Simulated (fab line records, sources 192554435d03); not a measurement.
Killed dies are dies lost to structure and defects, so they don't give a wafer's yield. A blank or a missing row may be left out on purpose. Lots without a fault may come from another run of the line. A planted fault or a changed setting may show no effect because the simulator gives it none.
fab line records | flow n5_finfet | part 2 of 2: steps 16 to 27 of 27
record lots=5 wafers=15 last_day=17
route steps=1938 shown BEOL_M0_SAQP@662
lots that met no fault: from a run of the same line without faults
start_h: hours from the record's first day to the start of the lot's first wafer shown | wait_h: hours since the lot's step before | " the same as in the row above | L1.1+2: a row that stands for several wafers | - no value, or no start given | * or withheld: withheld | < > ~ a bound
route shown NAME@n: a module of which the file shows steps, and the number in the route of the first | usual: mean/standard deviation of fault-free wafers | same: alike in all rows | chamber/n: place in a boat | sites: the reading at each site | _std_site: their standard deviation | _edge_site: outer sites' mean less inner sites' | radius_mm: how far each site lies from the wafer's centre | mask NAME#n: copy n | behind: the tool/chamber that last shaped the wafer | hold: why the lot was held/for how many hours/how that ended | device: the transistor (n, p or np) that didn't switch | end of line: the same wafers' tests at the end of the route | a step without rows: its recipe alone | killed: dies lost to structure and defects at the first sort, not the wafer's yield | map: a wafer's dies, x killed, . not, _ none there
set.NAME: the setting as run; set.NAME@STEP: as run at that earlier step | model.NAME: the simulator's own value behind a step, which no gauge read
lots at some steps of the route; a table a step, a row a wafer
services: from which hour (start_h, from the record's first day; less than 0 if before it) a tool's chamber was out of use, for how many hours, and why
## steps
# step N5_BEOL_M0_SAQP_SPACER2_ETCHBACK_27
# recipe chemistry=CHF3/O2 mode=anisotropic_etchback target=SiO2 target_depth_a=225 time_s=11.25 pressure_mtorr=30 source_w=650 bias_w=170 Ar_flow_sccm=200 CHF3_flow_sccm=50 O2_flow_sccm=5 ion_energy_ev=200
# usual CHF3_flow_sccm=49.97/0.14 drypump_motor_current_A=5.9/0.56 oes_ar_750_au=0.77/0.087 oes_o_777_au=0.77/0.086 oes_product_au=0.77/0.092 rf_vpp_V=524/6.3 showerhead_plenum_p_Torr=2.42/0.094 throttle_valve_pct=18.89/0.2
# columns lot.wafer tool chamber start_h wait_h CHF3_flow_sccm drypump_motor_current_A oes_ar_750_au oes_o_777_au oes_product_au rf_hours_counter_h rf_vpp_V showerhead_plenum_p_Torr throttle_valve_pct
L075.2 rie_diel-03 2 118.77 0.3 49.71 5.5 0.75 0.75 0.74 170 521 2.41 19.00
L075.4 " 3 " " 49.92 6.4 0.69 0.70 0.69 249 524 2.28 18.98
L075.5 " 3 " " 49.77 6.4 0.69 0.70 0.69 - 524 2.28 18.97
L078.2 rie_diel-01 0 145.56 0.3 49.96 5.9 0.97 0.96 0.97 9 517 2.56 18.57
L078.3 " 2 " " 49.73 6.6 0.70 0.70 0.68 238 522 2.37 19.24
L078.6 " 0 " " 49.95 5.9 0.97 0.97 0.97 - 517 2.56 18.58
L088.2 rie_diel-03 3 198.48 0.3 49.92 6.4 0.90 0.90 0.91 16 532 2.56 18.56
L088.3 " 1 " " 49.83 6.1 0.73 0.73 0.74 146 532 2.50 18.98
L088.5 " 2 " " 49.95 5.5 0.73 0.73 0.73 - 522 2.40 19.04
L093.2 rie_diel-04 3 231.19 0.3 49.98 6.8 0.68 0.68 0.68 229 516 2.28 18.78
L093.3 " 1 " " 49.89 5.4 0.90 0.89 0.92 25 526 2.47 18.87
L093.5 " 2 " " 49.99 6.1 0.69 0.70 0.70 - 523 2.37 19.09
L096.1 rie_diel-04 3 244.88 0.3 50.07 6.8 0.68 0.67 0.67 234 516 2.28 18.78
L096.2 " 2 " " 49.74 6.1 0.70 0.70 0.69 249 522 2.37 19.09
L096.6 " 3 " " 50.03 6.8 0.67 0.67 0.67 - 516 2.28 18.80
# step N5_BEOL_M0_SAQP_MANDREL2_REMOVE_110
# recipe chemistry=HBr/Cl2/O2 bt_time_s=10 target=a-Si stop_on=SiCN endpoint=OES-SiCl over_etch_frac=1 icp_w=600 bias_w=30 HBr_flow_sccm=150 Cl2_flow_sccm=80 O2_flow_sccm=5 pressure_mtorr=10
# usual drypump_motor_current_A=5.8/0.45 oes_o_777_au=1.004/0.026 oes_product_au=0.997/0.016 throttle_valve_pct=36.81/0.15
# columns lot.wafer tool chamber start_h wait_h drypump_motor_current_A oes_o_777_au oes_product_au rf_hours_counter_h throttle_valve_pct
L075.2 rie_si-05 3 118.86 0.1 5.2 0.986 1.002 71 36.88
L075.4 " 1 " " 5.6 1.010 0.982 108 36.62
L075.5 " 2 " " 6.0 0.981 1.007 - 36.90
L078.2 rie_si-02 1 145.65 0.1 5.7 0.983 0.995 69 36.91
L078.3 " 3 " " 6.6 0.950 0.955 27 36.87
L078.6 " 2 " " 6.7 1.014 1.005 - 37.11
L088.2 rie_si-05 0 198.58 0.1 6.2 1.020 1.026 128 36.85
L088.3 " 0 " " 6.2 1.005 1.022 - 36.86
L088.5 " 0 " " 6.2 1.013 1.018 - 36.85
L093.2 rie_si-06 2 231.28 0.1 5.7 1.029 0.992 89 36.73
L093.3 " 1 " " 5.6 1.033 0.982 137 36.81
L093.5 " 0 " " 5.6 1.005 0.991 - 36.86
L096.1 rie_si-02 2 244.97 0.1 6.7 1.015 1.022 3 37.12
L096.2 " 1 " " 5.7 0.976 1.008 71 36.91
L096.6 " 3 " " 6.6 0.939 0.972 - 36.86
# step N5_BEOL_M0_SAQP_CD_MEAS_29
# recipe target_cd_nm=14.4 landing_energy_ev=1000 detector=se_inlens
# usual cd_nm=15.00/0.21
# same landing_energy_ev=1000
# columns lot.wafer tool chamber start_h wait_h cd_nm
L075.2 cd_sem-02 0 118.97 0.1 15.13
L075.4 " 0 " " 14.94
L075.5 " 0 " " 14.87
L078.2 cd_sem-02 0 145.76 0.1 15.05
L078.3 " 0 " " 14.92
L078.6 " 0 " " 14.81
L088.2 cd_sem-02 0 198.73 0.1 15.10
L088.3 " 0 " " 14.78
L088.5 " 0 " " 14.97
L093.2 cd_sem-01 0 231.39 0.1 14.91
L093.3 " 0 " " 15.24
L093.5 " 0 " " 14.64
L096.1 cd_sem-03 0 245.08 0.1 15.03
L096.2 " 0 " " 15.52
L096.6 " 0 " " 14.81
# step N5_BEOL_M0_SAQP_COAT_69
# recipe resist=SOC temp_c=250 time_s=60 spin_rpm=1500 resist_thk_nm=90
# columns lot.wafer tool chamber start_h wait_h
L075.2+4+5 litho_track-04 0 119.01 0.0
L078.2+3+6 litho_track-03 0 145.79 0.0
L088.2+3+5 litho_track-04 0 198.76 0.0
L093.2+3+5 litho_track-04 0 231.43 0.0
L096.1+2+6 litho_track-01 0 245.12 0.0
# step N5_BEOL_M0_SAQP_COAT_72
# recipe resist=SiARC temp_c=220 time_s=60 spin_rpm=1500 resist_thk_nm=15
# columns lot.wafer tool chamber start_h wait_h
L075.2+4+5 litho_track-04 0 - -
L078.2+3+6 litho_track-03 0 - -
L088.2+3+5 litho_track-04 0 - -
L093.2+3+5 litho_track-04 0 - -
L096.1+2+6 litho_track-01 0 - -
# step N5_BEOL_M0_SAQP_COAT_87
# recipe resist=underlayer temp_c=205 time_s=60 spin_rpm=1500 resist_thk_nm=5
# columns lot.wafer tool chamber start_h wait_h
L075.2+4+5 litho_track-04 0 - -
L078.2+3+6 litho_track-03 0 - -
L088.2+3+5 litho_track-04 0 - -
L093.2+3+5 litho_track-04 0 - -
L096.1+2+6 litho_track-01 0 - -
# step N5_BEOL_M0_SAQP_COAT_34
# recipe resist=CAR-EUV spin_rpm=1500 resist_thk_nm=30
# columns lot.wafer tool chamber start_h wait_h
L075.2+4+5 litho_track-04 0 - -
L078.2+3+6 litho_track-03 0 - -
L088.2+3+5 litho_track-04 0 - -
L093.2+3+5 litho_track-04 0 - -
L096.1+2+6 litho_track-01 0 - -
# step N5_BEOL_M0_SAQP_EBR_36
# recipe solvent=PGMEA ebr_width_mm=1.5
# columns lot.wafer tool chamber start_h wait_h
L075.2+4+5 litho_track-04 0 - -
L078.2+3+6 litho_track-03 0 - -
L088.2+3+5 litho_track-04 0 - -
L093.2+3+5 litho_track-04 0 - -
L096.1+2+6 litho_track-01 0 - -
# step N5_BEOL_M0_SAQP_SOFTBAKE_35
# recipe temp_c=110 time_s=60 resist=CAR-EUV
# columns lot.wafer tool chamber start_h wait_h
L075.2+4+5 litho_track-04 0 - -
L078.2+3+6 litho_track-03 0 - -
L088.2+3+5 litho_track-04 0 - -
L093.2+3+5 litho_track-04 0 - -
L096.1+2+6 litho_track-01 0 - -
# step N5_BEOL_M0_SAQP_EXPOSE_37
# recipe mask_id=M0_CUT1 na=0.33 source_shape=annular sigma_inner=0.35 sigma_outer=0.8 polarization=unpolarized target_cd_nm=30 dose_mj=44.75
# same sigma_outer=0.8
# columns lot.wafer tool chamber start_h wait_h mask
L075.2+4+5 euv_scanner-01 0 119.15 - M0_CUT1#0
L078.2+3+6 euv_scanner-02 0 145.94 - M0_CUT1#0
L088.2+3+5 euv_scanner-01 0 198.91 - M0_CUT1#0
L093.2+3+5 euv_scanner-01 0 231.57 - M0_CUT1#0
L096.1+2+6 euv_scanner-01 0 245.38 - M0_CUT1#0
# step N5_BEOL_M0_SAQP_PEB_38
# recipe peb_temp_c=100 peb_time_s=60 resist=CAR-EUV
# columns lot.wafer tool chamber start_h wait_h
L075.2+4+5 litho_track-03 0 119.21 0.1
L078.2+3+6 litho_track-01 0 146.00 0.1
L088.2+3+5 litho_track-04 0 198.97 0.1
L093.2+3+5 litho_track-03 0 231.63 0.1
L096.1+2+6 litho_track-01 0 245.45 0.1
# step N5_BEOL_M0_SAQP_DEVELOP_39
# recipe develop_time_s=30 developer=TMAH resist=CAR-EUV rinse_liquid=surfactant_rinse dry=air_spin dev_temp_c=23
# columns lot.wafer tool chamber start_h wait_h
L075.2+4+5 litho_track-03 0 - -
L078.2+3+6 litho_track-01 0 - -
L088.2+3+5 litho_track-04 0 - -
L093.2+3+5 litho_track-03 0 - -
L096.1+2+6 litho_track-01 0 - -
## services
# columns tool chamber start_h hours kind
ald_sin-02 - 93.85 6.0 pm
vapor_etch-02 1 97.99 1.4 repair
rie_diel-03 - 123.29 14.6 pm
rie_diel-04 2 124.85 24.6 repair
euv_scanner-01 - 127.41 1.0 pm
euv_scanner-01 - 130.37 4.6 pm
euv_scanner-01 - 136.30 2.4 repair
vapor_etch-01 0 160.31 6.5 repair
ald_sin-03 2 160.90 16.3 repair
rie_diel-04 0 161.53 6.6 repair
rie_si-02 - 169.57 1.8 repair
rie_diel-03 1 175.27 12.3 repair
euv_scanner-01 - 183.56 1.0 pm
rie_si-05 2 191.44 16.2 repair
rie_diel-04 3 193.45 8.9 repair
rie_si-05 3 197.33 45.2 repair
rie_diel-04 - 211.67 2.8 pm
euv_scanner-01 - 211.95 6.2 pm
rie_si-02 2 213.71 1.2 repair
rie_diel-01 - 217.33 9.7 repair
rie_diel-04 - 217.33 2.1 repair
rie_diel-01 - 229.97 2.8 pm
rie_diel-04 1 239.23 6.4 repair
rie_si-06 2 242.65 14.3 repair
